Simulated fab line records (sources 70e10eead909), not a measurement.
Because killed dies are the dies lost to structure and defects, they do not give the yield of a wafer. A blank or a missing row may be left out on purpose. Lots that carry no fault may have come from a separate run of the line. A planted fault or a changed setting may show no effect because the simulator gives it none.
Matching of chambers | flow nandHarc | rieDiel-06 running NHARC_A_BONDPAD_DESCUM_11: 4 sister chambers
The step chemistry O2, time 3 s. 8 wafers are shown with their chamber, then 9 later ones without.

## WAFERS, EACH WITH ITS CHAMBER
wafer  | chamber | drypumpMotorCurrentA (A) | rfVppV (V)
L949.1 | 1       | 5.8                      | 57.2
L949.5 | 2       | 6.2                      | 58.2
L955.2 | 3       | 5.3                      | 58.2
L955.4 | 0       | 4.8                      | 58.3
L955.5 | 0       | 4.8                      | 57.0
L958.1 | 2       | 6.3                      | 56.5
L958.2 | 1       | 5.8                      | 56.0
L958.3 | 3       | 5.4                      | 58.5

## WAFERS WITHOUT THEIR CHAMBER
wafer  | drypumpMotorCurrentA (A) | rfVppV (V)
L957.2 | 6.3                      | 57.1
L957.3 | 5.4                      | 57.7
L957.6 | 4.8                      | 57.7
L954.1 | 5.8                      | 57.7
L954.3 | 4.8                      | 57.0
L954.6 | 5.8                      | 56.5
L961.2 | 4.8                      | 58.0
L961.3 | 5.3                      | 57.3
L961.5 | 6.3                      | 56.5

## WHICH CHAMBER EACH ONE RAN IN
wafer  | from the rows above | in truth
L957.2 | 2                   | 2
L957.3 | 3                   | 3
L957.6 | 0                   | 0
L954.1 | 1                   | 1
L954.3 | 0                   | 0
L954.6 | 1                   | 1
L961.2 | 0                   | 0
L961.3 | 3                   | 3
L961.5 | 2                   | 2
Correctly placed: 9 of 9. Can't be placed from these rows: 0. Placed wrongly: 0.
How it was worked out, from the rows above alone: a wafer's distance from a chamber is the root of the sum, over the readings, of the square of ((its reading less the chamber's mean) divided by the reading's scatter). The wafer belongs to the nearest chamber; if the next one is less than 2 further off, it can't be placed. Each chamber's mean is taken over the wafers shown for it. How the scatter is found: for the shown wafers, subtract from each reading the mean of its chamber, square and add these, divide the total by (wafers less chambers), then take the root.
